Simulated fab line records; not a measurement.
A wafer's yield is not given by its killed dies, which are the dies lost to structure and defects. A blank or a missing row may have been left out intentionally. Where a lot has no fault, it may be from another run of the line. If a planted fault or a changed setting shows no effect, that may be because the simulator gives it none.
Split-lot study :: flow n5 finfet :: 21 wafers read across 7 lots, on a route 1938 steps long

== THE SPLIT ==
At N5_MOL_CONTACT_COAG_VIA_ETCH_117 (etches SiO2 in C4F6/O2, target depth 40 nm, overetch 8 nm, time 26 s), the setting bias w was moved away from the recipe's 455 W on 9 of the 21 wafers read, by -17.3% to +17.0%. This setting was run at the recipe's value on the other wafers.

The split's own step is where the reading is taken.

== THE READING ==
rf vpp V, in V, at N5_MOL_CONTACT_COAG_VIA_ETCH_117 (etches SiO2 in C4F6/O2, target depth 40 nm, overetch 8 nm, time 26 s). On this fab line, fault-free wafers typically give 1579 V with a standard deviation of 15 V.

wafer: L074.1
tool, chamber at the split: rie diel-02, 3
bias w as run, W: 409.4
against the recipe: -10.0%
rf vpp V, V: 1478
against lot-mates on the recipe: no lot-mate on the recipe

wafer: L074.4
tool, chamber at the split: rie diel-02, 0
bias w as run, W: 409.4
against the recipe: -10.0%
rf vpp V, V: 1460
against lot-mates on the recipe: no lot-mate on the recipe

wafer: L074.5
tool, chamber at the split: rie diel-02, 2
bias w as run, W: 409.4
against the recipe: -10.0%
rf vpp V, V: 1454
against lot-mates on the recipe: no lot-mate on the recipe

wafer: L080.2
tool, chamber at the split: rie diel-01, 2
bias w as run, W: 455
against the recipe: recipe
rf vpp V, V: 1554
against lot-mates on the recipe: -

wafer: L080.4
tool, chamber at the split: rie diel-01, 3
bias w as run, W: 532.4
against the recipe: +17.0%
rf vpp V, V: 1798
against lot-mates on the recipe: +236

wafer: L080.5
tool, chamber at the split: rie diel-01, 0
bias w as run, W: 455
against the recipe: recipe
rf vpp V, V: 1570
against lot-mates on the recipe: -

wafer: L081.2
tool, chamber at the split: rie diel-02, 2
bias w as run, W: 420.4
against the recipe: -7.6%
rf vpp V, V: 1483
against lot-mates on the recipe: -98

wafer: L081.5
tool, chamber at the split: rie diel-02, 1
bias w as run, W: 455
against the recipe: recipe
rf vpp V, V: 1580
against lot-mates on the recipe: -

wafer: L081.6
tool, chamber at the split: rie diel-02, 0
bias w as run, W: 455
against the recipe: recipe
rf vpp V, V: 1581
against lot-mates on the recipe: -

wafer: L085.3
tool, chamber at the split: rie diel-02, 1
bias w as run, W: 376.5
against the recipe: -17.3%
rf vpp V, V: 1369
against lot-mates on the recipe: -229

wafer: L085.4
tool, chamber at the split: rie diel-02, 3
bias w as run, W: 455
against the recipe: recipe
rf vpp V, V: 1598
against lot-mates on the recipe: -

wafer: L085.6
tool, chamber at the split: rie diel-02, 2
bias w as run, W: 376.5
against the recipe: -17.3%
rf vpp V, V: 1363
against lot-mates on the recipe: -235

wafer: L087.1
tool, chamber at the split: rie diel-02, 3
bias w as run, W: 455
against the recipe: recipe
rf vpp V, V: 1598
against lot-mates on the recipe: -

wafer: L087.2
tool, chamber at the split: rie diel-02, 1
bias w as run, W: 455
against the recipe: recipe
rf vpp V, V: 1580
against lot-mates on the recipe: -

wafer: L087.4
tool, chamber at the split: rie diel-02, 3
bias w as run, W: 455
against the recipe: recipe
rf vpp V, V: 1599
against lot-mates on the recipe: -

wafer: L091.1
tool, chamber at the split: rie diel-01, 1
bias w as run, W: 455
against the recipe: recipe
rf vpp V, V: 1564
against lot-mates on the recipe: -

wafer: L091.2
tool, chamber at the split: rie diel-01, 0
bias w as run, W: 455
against the recipe: recipe
rf vpp V, V: 1568
against lot-mates on the recipe: -

wafer: L091.6
tool, chamber at the split: rie diel-01, 0
bias w as run, W: 455
against the recipe: recipe
rf vpp V, V: 1567
against lot-mates on the recipe: -

wafer: L095.2
tool, chamber at the split: rie diel-01, 1
bias w as run, W: 417.3
against the recipe: -8.3%
rf vpp V, V: 1467
against lot-mates on the recipe: -97

wafer: L095.3
tool, chamber at the split: rie diel-01, 2
bias w as run, W: 417.3
against the recipe: -8.3%
rf vpp V, V: 1454
against lot-mates on the recipe: -110

wafer: L095.6
tool, chamber at the split: rie diel-01, 1
bias w as run, W: 455
against the recipe: recipe
rf vpp V, V: 1564
against lot-mates on the recipe: -

THE FIT
A straight line over all 21 wafers: rf vpp V changes by +12.4 V for each +1% of bias w; r = +0.99; the points scatter about the line by 14 V.
The same after taking each lot's own level away (the mean of its wafers on the recipe; 18 wafers): +13.5 V for each +1%; r = +1.00; scatter 6.3 V.
According to that fit, moving bias w by its largest amount changes the reading by 2.3e+02 V.
Across the lots, their own levels run from 1562.0 to 1598.0 V, a range of 2.4 times the standard deviation given above.
Consequently the slope shifts little with the lot-to-lot level, the two slopes agreeing.
Check: with one of the wafers moved furthest among these (-17.3%) left out of the fit, the line predicts -231 V for it against its lot-mates. Against them it came out at -229 V.
Tool readings at the split's step, against how far the setting was moved: rf vpp V r = +0.99.

== OTHER SPLITS ON THESE WAFERS ==
Other splits were also applied to these wafers ahead of the reading. Each is held against what the fit with the lots' levels taken away leaves over:
other split on the same wafers: N5_MOL_CONTACT_COAG_EXPOSE_05 dose mj
wafers away from the commonest value: 6
r with rf vpp V (lot level and that fit taken away): +0.08

other split on the same wafers: N5_MOL_CONTACT_COAG_CONTACT_ETCH_14 source w
wafers away from the commonest value: 6
r with rf vpp V (lot level and that fit taken away): -0.11

== FILE'S OWN FIT ==
rf vpp V changes by +13.5 V for each +1% of bias w, r = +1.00.
